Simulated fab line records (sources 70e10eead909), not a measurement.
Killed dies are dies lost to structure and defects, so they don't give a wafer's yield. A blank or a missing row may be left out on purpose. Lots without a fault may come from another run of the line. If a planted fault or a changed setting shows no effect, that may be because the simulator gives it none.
fab line records + flow nandHarc
record
- lots=5
- wafers=15
- lastDay=24
route steps=1159 shown A_CONTACT@902 END@1159
lots that met no fault: from a run of the same line without faults
startH: hours from the record's first day to the start of the lot's first wafer shown + waitH: hours elapsed since this lot's preceding step + " repeats the value in the row above + L1.1+2: a row that stands for several wafers + - value missing, or start not given + * or withheld: withheld + < > ~ a bound
route shown NAME@n: a module of which the file shows steps, and the number in the route of the first + usual: mean/standard deviation taken from wafers without a fault + same: alike in all rows + chamber/n: place in a boat + sites: the reading at each site + _std_site: how widely they spread, as a standard deviation + _edge_site: outer sites' mean less inner sites' + radiusMm: for every site, how far away it sits from the centre of the wafer + mask NAME#n: copy n + behind: tool/chamber where the wafer was last shaped + hold: the reason the lot was held/the length of the hold in hours/how it ended + device: the transistor (n, p or np) that didn't switch + end of line: tests run on the same wafers once the route is complete + a step given without rows: its recipe and nothing more + killed: dies that structure and defects cost at the first sort, which is not the same as the wafer's yield + map: the dies of a wafer, with x for killed, . for not killed, _ for no die there
set.NAME: the setting as run; set.NAME@STEP: as run at that earlier step + model.NAME: the simulator's own value behind a step, which no gauge read
lots at selected steps of the route; one table per step, one row per wafer
services: from which hour (startH, from the record's first day; less than 0 if before it) a tool's chamber was out of use, for how many hours, and why
## steps
# step NHARC_A_CONTACT_ETCH_77
# recipe
- targetDepthA=726
- timeS=36.3
- cf4FlowSccm=100
- chf3FlowSccm=30
- arFlowSccm=0
- rfW=500
- biasW=200
- chemistry=CF4/CHF3
# step NHARC_A_CONTACT_ETCH_78
# recipe
- targetDepthA=28000
- overEtchFrac=0.3
- timeS=728
- ionEnergyEv=150
- o2FlowSccm=400
- cosFlowSccm=20
- arFlowSccm=0
- rfW=500
- biasW=300
- chemistry=O2/COS
# step NHARC_A_CONTACT_ETCH_124
# recipe
- sourceW=withheld
- pressureMtorr=20
- biasV=withheld
- timeS=140
- targetDepthA=7000
- arFlowSccm=withheld
- c4f8FlowSccm=withheld
- o2FlowSccm=withheld
- chemistry=C4F8/O2/Ar
# step NHARC_A_CONTACT_ETCH_125
# recipe
- sourceW=withheld
- pressureMtorr=20
- biasV=1200
- timeS=155
- targetDepthA=9560
- arFlowSccm=withheld
- c4f8FlowSccm=withheld
- o2FlowSccm=withheld
- chemistry=C4F8/O2/Ar
# usual
- runLengthS=155/0
| lot.wafer | tool          | chamber | startH | waitH | rfHoursCounterH | runLengthS |
|-----------|---------------|---------|--------|-------|-----------------|------------|
| L100.3    | harCapEtch-02 | 1       | 387.42 | 0.1   | -               | 155        |
| L100.4    | "             | 0       | "      | "     | -               | 155        |
| L100.5    | "             | 0       | "      | "     | -               | 155        |
| L106.1    | harCapEtch-01 | 0       | 408.20 | 0.2   | 61              | 155        |
| L106.2    | "             | 1       | "      | "     | 61              | 155        |
| L106.4    | "             | 0       | "      | "     | -               | 155        |
| L108.4    | harCapEtch-01 | 0       | 437.42 | 0.1   | -               | 155        |
| L108.5    | "             | 0       | "      | "     | -               | 155        |
| L108.6    | "             | 1       | "      | "     | -               | 155        |
| L119.2    | harCapEtch-01 | 0       | 494.49 | 0.2   | 77              | 155        |
| L119.1    | "             | 1       | "      | "     | 77              | 155        |
| L119.4    | "             | 0       | "      | "     | -               | 155        |
| L120.4    | harCapEtch-03 | 0       | 496.56 | 0.1   | -               | 155        |
| L120.3    | "             | 1       | "      | "     | -               | 155        |
| L120.5    | "             | 0       | "      | "     | -               | 155        |
# step NHARC_A_CONTACT_ETCH_126
# recipe
- sourceW=withheld
- pressureMtorr=20
- biasV=1200
- timeS=155
- targetDepthA=9560
- arFlowSccm=withheld
- c4f8FlowSccm=withheld
- o2FlowSccm=withheld
- chemistry=C4F8/O2/Ar
# usual
- runLengthS=155/0
| lot.wafer | tool          | chamber | startH | waitH | rfHoursCounterH | runLengthS |
|-----------|---------------|---------|--------|-------|-----------------|------------|
| L100.3    | harCapEtch-02 | 1       | 387.57 | 0.1   | -               | 155        |
| L100.4    | "             | 0       | "      | "     | -               | 155        |
| L100.5    | "             | 0       | "      | "     | -               | 155        |
| L106.1    | harCapEtch-01 | 0       | 408.34 | 0.1   | 61              | 155        |
| L106.2    | "             | 1       | "      | "     | 61              | 155        |
| L106.4    | "             | 0       | "      | "     | -               | 155        |
| L108.4    | harCapEtch-01 | 0       | 437.57 | 0.1   | -               | 155        |
| L108.5    | "             | 0       | "      | "     | -               | 155        |
| L108.6    | "             | 1       | "      | "     | -               | 155        |
| L119.2    | harCapEtch-01 | 0       | 494.63 | 0.1   | 77              | 155        |
| L119.1    | "             | 1       | "      | "     | 77              | 155        |
| L119.4    | "             | 0       | "      | "     | -               | 155        |
| L120.4    | harCapEtch-03 | 0       | 496.70 | 0.1   | -               | 155        |
| L120.3    | "             | 1       | "      | "     | -               | 155        |
| L120.5    | "             | 0       | "      | "     | -               | 155        |
# step NHARC_A_CONTACT_ETCH_127
# recipe
- sourceW=withheld
- pressureMtorr=20
- biasV=1200
- timeS=155
- targetDepthA=9560
- arFlowSccm=withheld
- c4f8FlowSccm=withheld
- o2FlowSccm=withheld
- chemistry=C4F8/O2/Ar
# step NHARC_A_CONTACT_ETCH_128
# recipe
- sourceW=withheld
- pressureMtorr=20
- biasV=1200
- timeS=155
- targetDepthA=9560
- arFlowSccm=withheld
- c4f8FlowSccm=withheld
- o2FlowSccm=withheld
- chemistry=C4F8/O2/Ar
# usual
- runLengthS=155/0
| lot.wafer | tool          | chamber | startH | waitH | rfHoursCounterH | runLengthS |
|-----------|---------------|---------|--------|-------|-----------------|------------|
| L100.3    | harCapEtch-02 | 1       | 387.85 | 0.1   | -               | 155        |
| L100.4    | "             | 0       | "      | "     | -               | 155        |
| L100.5    | "             | 0       | "      | "     | -               | 155        |
| L106.1    | harCapEtch-01 | 0       | 408.63 | 0.1   | 61              | 155        |
| L106.2    | "             | 1       | "      | "     | 61              | 155        |
| L106.4    | "             | 0       | "      | "     | -               | 155        |
| L108.4    | harCapEtch-01 | 0       | 437.85 | 0.1   | -               | 155        |
| L108.5    | "             | 0       | "      | "     | -               | 155        |
| L108.6    | "             | 1       | "      | "     | -               | 155        |
| L119.2    | harCapEtch-01 | 0       | 494.92 | 0.1   | 77              | 155        |
| L119.1    | "             | 1       | "      | "     | 77              | 155        |
| L119.4    | "             | 0       | "      | "     | -               | 155        |
| L120.4    | harCapEtch-03 | 0       | 496.99 | 0.1   | -               | 155        |
| L120.3    | "             | 1       | "      | "     | -               | 155        |
| L120.5    | "             | 0       | "      | "     | -               | 155        |
# step NHARC_A_CONTACT_ETCH_129
# recipe
- sourceW=withheld
- pressureMtorr=20
- biasV=1200
- timeS=155
- targetDepthA=9560
- arFlowSccm=withheld
- c4f8FlowSccm=withheld
- o2FlowSccm=withheld
- chemistry=C4F8/O2/Ar
# step NHARC_A_CONTACT_ETCH_130
# recipe
- sourceW=withheld
- pressureMtorr=20
- biasV=1200
- timeS=155
- targetDepthA=9560
- arFlowSccm=withheld
- c4f8FlowSccm=withheld
- o2FlowSccm=withheld
- chemistry=C4F8/O2/Ar
# usual
- runLengthS=155/0
| lot.wafer | tool          | chamber | startH | waitH | rfHoursCounterH | runLengthS |
|-----------|---------------|---------|--------|-------|-----------------|------------|
| L100.3    | harCapEtch-02 | 1       | 388.14 | 0.1   | -               | 155        |
| L100.4    | "             | 0       | "      | "     | -               | 155        |
| L100.5    | "             | 0       | "      | "     | -               | 155        |
| L106.1    | harCapEtch-01 | 0       | 408.91 | 0.1   | 61              | 155        |
| L106.2    | "             | 1       | "      | "     | 61              | 155        |
| L106.4    | "             | 0       | "      | "     | -               | 155        |
| L108.4    | harCapEtch-01 | 0       | 438.13 | 0.1   | -               | 155        |
| L108.5    | "             | 0       | "      | "     | -               | 155        |
| L108.6    | "             | 1       | "      | "     | -               | 155        |
| L119.2    | harCapEtch-01 | 0       | 495.20 | 0.1   | 78              | 155        |
| L119.1    | "             | 1       | "      | "     | 78              | 155        |
| L119.4    | "             | 0       | "      | "     | -               | 155        |
| L120.4    | harCapEtch-03 | 0       | 497.27 | 0.1   | -               | 155        |
| L120.3    | "             | 1       | "      | "     | -               | 155        |
| L120.5    | "             | 0       | "      | "     | -               | 155        |
# step NHARC_A_CONTACT_ETCH_131
# recipe
- sourceW=withheld
- pressureMtorr=20
- biasV=1200
- timeS=155
- targetDepthA=9560
- arFlowSccm=withheld
- c4f8FlowSccm=withheld
- o2FlowSccm=withheld
- chemistry=C4F8/O2/Ar
# usual
- runLengthS=155/0
| lot.wafer | tool          | chamber | startH | waitH | rfHoursCounterH | runLengthS |
|-----------|---------------|---------|--------|-------|-----------------|------------|
| L100.3    | harCapEtch-02 | 1       | 388.28 | 0.1   | -               | 155        |
| L100.4    | "             | 0       | "      | "     | -               | 155        |
| L100.5    | "             | 0       | "      | "     | -               | 155        |
| L106.1    | harCapEtch-01 | 0       | 409.05 | 0.1   | 61              | 155        |
| L106.2    | "             | 1       | "      | "     | 61              | 155        |
| L106.4    | "             | 0       | "      | "     | -               | 155        |
| L108.4    | harCapEtch-01 | 0       | 438.27 | 0.1   | -               | 155        |
| L108.5    | "             | 0       | "      | "     | -               | 155        |
| L108.6    | "             | 1       | "      | "     | -               | 155        |
| L119.2    | harCapEtch-01 | 0       | 495.34 | 0.1   | 78              | 155        |
| L119.1    | "             | 1       | "      | "     | 78              | 155        |
| L119.4    | "             | 0       | "      | "     | -               | 155        |
| L120.4    | harCapEtch-03 | 0       | 497.41 | 0.1   | -               | 155        |
| L120.3    | "             | 1       | "      | "     | -               | 155        |
| L120.5    | "             | 0       | "      | "     | -               | 155        |
# step NHARC_A_CONTACT_ETCH_132
# recipe
- sourceW=withheld
- pressureMtorr=20
- biasV=1200
- timeS=156
- targetDepthA=9580
- arFlowSccm=withheld
- c4f8FlowSccm=withheld
- o2FlowSccm=withheld
- chemistry=C4F8/O2/Ar
# step NHARC_A_CONTACT_ETCH_133
# recipe
- sourceW=withheld
- pressureMtorr=20
- biasV=400
- timeS=195
- targetDepthA=8400
- arFlowSccm=withheld
- c4f8FlowSccm=11.5
- o2FlowSccm=7.2
- chemistry=C4F8/O2/Ar
# step NHARC_A_CONTACT_ETCH_91
# recipe
- targetDepthA=400
- overEtchFrac=0.5
- timeS=85.7
- ionEnergyEv=120
- ch3fFlowSccm=50
- o2FlowSccm=30
- arFlowSccm=200
- rfW=500
- biasW=100
- chemistry=CH3F/O2
# usual
- drypumpMotorCurrentA=5.83/0.28
- oesProductAu=0.938/0.027
- rfVppV=244.2/1.7
- runLengthS=107.1/0.34
- showerheadPlenumPTorr=2.45/0.12
- throttleValvePct=20.663/0.0096
| lot.wafer | tool       | chamber | startH | waitH | drypumpMotorCurrentA | oesProductAu | rfHoursCounterH | rfVppV | runLengthS | showerheadPlenumPTorr | throttleValvePct |
|-----------|------------|---------|--------|-------|----------------------|--------------|-----------------|--------|------------|-----------------------|------------------|
| L100.4    | rieDiel-03 | 2       | 389.10 | 0.4   | 5.87                 | 0.920        | 58              | 245.7  | 107.0      | 2.54                  | 20.660           |
| L100.3    | "          | 3       | "      | "     | 5.73                 | 0.921        | 60              | 242.0  | 106.8      | 2.34                  | 20.668           |
| L100.5    | "          | 1       | "      | "     | 5.67                 | 0.940        | -               | 245.9  | 107.3      | 2.46                  | 20.653           |
| L106.2    | rieDiel-02 | 2       | 409.90 | 0.5   | 5.66                 | 0.927        | 26              | 243.4  | 106.8      | 2.38                  | 20.657           |
| L106.1    | "          | 0       | "      | "     | 6.30                 | 0.914        | 27              | 243.8  | 107.0      | 2.37                  | 20.658           |
| L106.4    | "          | 1       | "      | "     | 5.09                 | 0.929        | 27              | 245.8  | 107.0      | 2.65                  | 20.651           |
| L108.4    | rieDiel-03 | 0       | 439.30 | 0.7   | 5.88                 | 0.912        | 15              | 243.7  | 74.3       | 2.44                  | 20.668           |
| L108.5    | "          | 0       | "      | "     | 5.89                 | 0.914        | -               | 246.0  | 106.6      | 2.44                  | 20.673           |
| L108.6    | "          | 1       | "      | "     | 5.65                 | 0.913        | -               | 244.0  | 75.0       | 2.46                  | 20.676           |
| L119.1    | rieDiel-09 | 0       | 496.21 | 0.5   | 5.79                 | 0.930        | 11              | 243.0  | 107.4      | 2.33                  | 20.668           |
| L119.2    | "          | 1       | "      | "     | 5.48                 | 0.926        | 11              | 241.3  | 107.1      | 2.32                  | 20.647           |
| L119.4    | "          | 2       | "      | "     | 6.01                 | 0.927        | 10              | 246.3  | 106.9      | 2.66                  | 20.669           |
| L120.4    | rieDiel-02 | 2       | 498.24 | 0.5   | 5.66                 | 0.925        | 61              | 244.8  | 106.6      | 2.36                  | 20.657           |
| L120.3    | "          | 3       | "      | "     | 6.46                 | 0.924        | 58              | 247.1  | 107.5      | 2.64                  | 20.666           |
| L120.5    | "          | 1       | "      | "     | 5.09                 | 0.928        | -               | 247.2  | 107.3      | 2.64                  | 20.674           |
# step NHARC_A_CONTACT_ETCH_97
# recipe
- targetDepthA=200
- overEtchFrac=0.5
- timeS=10
- ionEnergyEv=250
- c4f6FlowSccm=25
- o2FlowSccm=20
- arFlowSccm=500
- rfW=600
- biasW=500
- chemistry=C4F6/O2
# step NHARC_END_SORT_01
# recipe
- tempC=25
# usual
- killedAtArray=28/11
- killedAtOther=0.5/0.85
- killedAtPeriphery=2.7/1.9
- killedDies=32/12
- killedOpen=3.3/1.6
- killedShort=2.1/1.5
# same
- grossDies=677
| lot.wafer | tool      | chamber | startH | waitH | killedAtArray | killedAtOther | killedAtPeriphery | killedDies | killedOpen | killedShort |
|-----------|-----------|---------|--------|-------|---------------|---------------|-------------------|------------|------------|-------------|
| L100.3    | prober-02 | 0       | 458.80 | 3.1   | 24            | 0             | 2                 | 26         | 4          | 4           |
| L100.4    | prober-02 | 0       | 459.60 | 3.4   | 21            | 0             | 3                 | 24         | 7          | 4           |
| L100.5    | prober-02 | 0       | 460.41 | 3.7   | 20            | 0             | 4                 | 24         | 5          | 2           |
| L108.5    | prober-01 | 0       | 501.65 | 3.7   | 34            | 0             | 0                 | 34         | 3          | 1           |
# killed by level:class
L100.3 A_CONTACT:chamberFilmFlake=5 A_WL_FILL:chamberFilmFlake=3 A_M1:chamberFilmFlake=3 P_CONTACT:geometricParticle:short=2 A_CONTACT:geometricParticle:open=2 A_CHANNEL_HOLE_D1:chamberFilmFlake=2 A_STAIRCASE:chamberFilmFlake=2 A_SLIT:chamberFilmFlake=2
L100.4 A_WL_FILL:chamberFilmFlake=5 A_CHANNEL_HOLE_D1:chamberFilmFlake=4 A_ONON_D1:geometricParticle:short=2 A_ONON_D1:geometricParticle:open=2 A_CONTACT:geometricParticle:open=2 A_M0:geometricParticle:short=2 P_M0:geometricParticle:open=1 A_CHANNEL_FILL_D1:geometricParticle:open=1
L100.5 A_STAIRCASE:chamberFilmFlake=3 A_WL_FILL:chamberFilmFlake=3 A_CONTACT:chamberFilmFlake=3 A_ONON_D1:geometricParticle:open=2 A_WL_FILL:geometricParticle:open=2 P_STI:chamberFilmFlake=2 A_CHANNEL_HOLE_D1:chamberFilmFlake=2 A_M1:chamberFilmFlake=2
L108.5 A_CHANNEL_HOLE_D1:chamberFilmFlake=13 A_SLIT:chamberFilmFlake=10 A_CONTACT:chamberFilmFlake=3 A_ZERO_WELL:chamberFilmFlake=2 A_STAIRCASE:chamberFilmFlake=2 A_ONON_D1:geometricParticle:open=1 A_WL_FILL:geometricParticle:open=1 A_CONTACT:geometricParticle:open=1
## services
| tool       | chamber | startH | hours | kind                        |
|------------|---------|--------|-------|-----------------------------|
| rieDiel-03 | 0       | 371.40 | -     | clean                       |
| rieDiel-03 | 1       | 371.40 | -     | clean                       |
| rieDiel-03 | 2       | 371.40 | -     | clean                       |
| rieDiel-03 | 3       | 371.40 | -     | clean                       |
| rieDiel-02 | 0       | 386.07 | -     | clean                       |
| rieDiel-02 | 1       | 386.07 | -     | clean                       |
| rieDiel-02 | 2       | 386.07 | -     | clean                       |
| rieDiel-02 | 3       | 386.07 | -     | clean                       |
| rieDiel-03 | -       | 392.40 | 9.0   | pm                          |
| rieDiel-03 | 0       | 392.40 | 9.0   | ventCycle                   |
| rieDiel-03 | 1       | 392.40 | 9.0   | ventCycle                   |
| rieDiel-03 | 2       | 392.40 | 9.0   | ventCycle                   |
| rieDiel-03 | 3       | 392.40 | 9.0   | ventCycle                   |
| rieDiel-03 | 0       | 401.40 | -     | clean                       |
| rieDiel-03 | 1       | 401.40 | -     | clean                       |
| rieDiel-03 | 1       | 401.40 | -     | consumableReplace:focusRing |
| rieDiel-03 | 2       | 401.40 | -     | clean                       |
| rieDiel-03 | 3       | 401.40 | -     | clean                       |
| rieDiel-02 | 0       | 410.57 | -     | clean                       |
| rieDiel-02 | 1       | 410.57 | -     | clean                       |
| rieDiel-09 | 1       | 416.14 | 3.3   | repair                      |
| rieDiel-09 | -       | 431.41 | 9.0   | pm                          |
| rieDiel-02 | 1       | 467.53 | 6.4   | repair                      |
| rieDiel-03 | 0       | 486.63 | 5.8   | repair                      |
## key
firstSign
- step=NHARC_A_CONTACT_ETCH_91
- reading=runLengthS
- direction=down
- sigmas=95
- usual=*
- struck=*
effect none on later readings
metAt NHARC_A_CONTACT_ETCH_91
struckWafers L108.4,L108.6
testerLeftOut L108
onsetBetween 389.10 439.30
fault
- kind=processParameterDrift
- tool=rieDiel-03
- chamber=-
- onsetH=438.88
- steps=NHARC_A_CONTACT_ETCH_91
- channel=timeS
- offset=*
- shape=step
- endH=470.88
- scope=struckWafersOnly
- actsIn=*
- stated=*
# testerLeftOut: of these lots the tester's yield and bins aren't shown, on N5 and GAA mostly nor the transistor test; their killed dies are dies lost to structure and defects alone, not to doping, threshold or leakage, so they don't give the yield
